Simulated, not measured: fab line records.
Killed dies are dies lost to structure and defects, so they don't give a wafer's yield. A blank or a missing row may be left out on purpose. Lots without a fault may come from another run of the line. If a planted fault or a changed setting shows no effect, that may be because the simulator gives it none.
Split-lot study	flow n5Finfet	21 wafers read from 7 lots, route of 1938 steps

== THE SPLIT ITSELF ==
At N5_BEOL_M7_TRENCH_ETCH_37 (etches SiCOH lowk in C4F6/O2, target depth 93.478 nm, time 31.2 s), the setting sourceW was moved away from the recipe's 345 W on 6 of the 21 wafers read, by -15.1% to +12.1%. The other wafers ran this setting at the recipe's value.

== FROM THE SPLIT TO THE READING: what the file shows between them, 8 steps ==
- N5_BEOL_M7_ETCH_41: etches SiCN in CH3F/O2, target depth 31.9 nm, time 57.8 s
- N5_BEOL_M7_STRIP_80: strips in N2/H2, time 10 s
- N5_BEOL_M7_ECD_50: material Cu, target thk 300 nm
- N5_BEOL_M7_ANNEAL_51: time 90 s
- N5_BEOL_M7_CMP_52: polishes, stops on SiCOH lowk, t overpolish 6.9 s, target thk 80 nm
- N5_BEOL_M7_THK_MEAS_53: measures by xrf
- N5_BEOL_M7_PRE_CLEAN_55: time 15 s
- N5_BEOL_M7_DEP_56: deposits SiCN from 3MS/NH3, target thk 10 nm, time 17.5 s

== THE READING ==
M7_RS, in ohm/sq, at N5_BEOL_M7_RS_MEAS_57 (measures by four-point-probe). Fault-free wafers of this fab line usually give 0.285 ohm/sq, standard deviation 0.0067 ohm/sq.

wafer	tool, chamber at the split	sourceW as run, W	against the recipe	M7_RS, ohm/sq	against lot-mates on the recipe
L078.2	rieDiel-03, 0	345	recipe	0.290	-
L078.4	rieDiel-03, 1	345	recipe	0.290	-
L078.5	rieDiel-03, 1	292.9	-15.1%	0.322	+0.032
L087.2	rieDiel-05, 1	345	recipe	0.278	-
L087.5	rieDiel-05, 2	345	recipe	0.277	-
L087.6	rieDiel-05, 1	345	recipe	0.279	-
L088.1	rieDiel-04, 1	345	recipe	0.280	-
L088.2	rieDiel-04, 2	376.5	+9.1%	0.280	+0.001
L088.6	rieDiel-04, 3	345	recipe	0.278	-
L090.2	rieDiel-04, 3	345	recipe	0.289	-
L090.3	rieDiel-04, 0	345	recipe	0.288	-
L090.5	rieDiel-04, 2	345	recipe	0.295	-
L095.2	rieDiel-03, 2	345	recipe	0.282	-
L095.3	rieDiel-03, 1	345	recipe	0.285	-
L095.5	rieDiel-03, 0	293.7	-14.9%	0.304	+0.021
L096.1	rieDiel-05, 2	345	recipe	0.282	-
L096.2	rieDiel-05, 3	386.6	+12.1%	0.266	-0.015
L096.6	rieDiel-05, 0	345	recipe	0.281	-
L097.3	rieDiel-03, 0	319.4	-7.4%	0.306	+0.026
L097.4	rieDiel-03, 2	345	recipe	0.280	-
L097.5	rieDiel-03, 1	319.4	-7.4%	0.299	+0.019

FIT RESULTS
A straight line over all 21 wafers: M7_RS changes by -0.00174 ohm/sq for each +1% of sourceW; r = -0.86; the points scatter about the line by 0.0065 ohm/sq.
The same after taking each lot's own level away (the mean of its wafers on the recipe; 21 wafers): -0.00158 ohm/sq for each +1%; r = -0.89; scatter 0.0052 ohm/sq.
The reading moves by 0.024 ohm/sq for the largest change in sourceW, on that fit.
Measured against the standard deviation above, the lots' own levels, which go from 0.2780 to 0.2907 ohm/sq, span 1.9 times it.
The two slopes are in agreement: the lot-to-lot level therefore moves the slope only a little.
Check: +0.0235 ohm/sq against its lot-mates is what the line predicts for one of the wafers moved furthest among these (-15.1%) when that wafer is left out of the fit. Against them it came out at +0.032 ohm/sq.
Tool readings at the split's step, against how far the setting was moved: rfVppV r = -0.89.

== OTHER SPLITS ON THESE WAFERS ==
Note: prior to the reading, these wafers also went through further splits. Each is held against what the fit with the lots' levels taken away leaves over:
other split on the same wafers	wafers away from the commonest value	r with M7_RS (lot level and that fit taken away)
N5_BEOL_M7_DESCUM_33 timeS	8	-0.21

== THE WHOLE CHAIN: every reading that the file lists as answering this split, in the file's order ==
step	what it does	reading	change (the file's fit)	r (the file's)
N5_BEOL_M7_TRENCH_ETCH_37	etches SiCOH lowk in C4F6/O2, target depth 93.478 nm, time 31.2 s	rfVppV	-3.33 V for each +1% of the setting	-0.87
N5_BEOL_M7_CMP_52	polishes, stops on SiCOH lowk, t overpolish 6.9 s, target thk 80 nm	Cu_of_BEOL_M7_ECD_50.thkNm (the simulator's own value, which no gauge read)	+0.341 nm for each +1% of the setting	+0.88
N5_BEOL_M7_THK_MEAS_53	measures by xrf	M7_THK	+0.334 for each +1% of the setting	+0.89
N5_BEOL_M7_RS_MEAS_57	measures by four-point-probe	M7_RS	-0.00154 for each +1% of the setting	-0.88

== THE FILE'S OWN FIT ==
M7_RS changes by -0.00154 ohm/sq for each +1% of sourceW, r = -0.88.
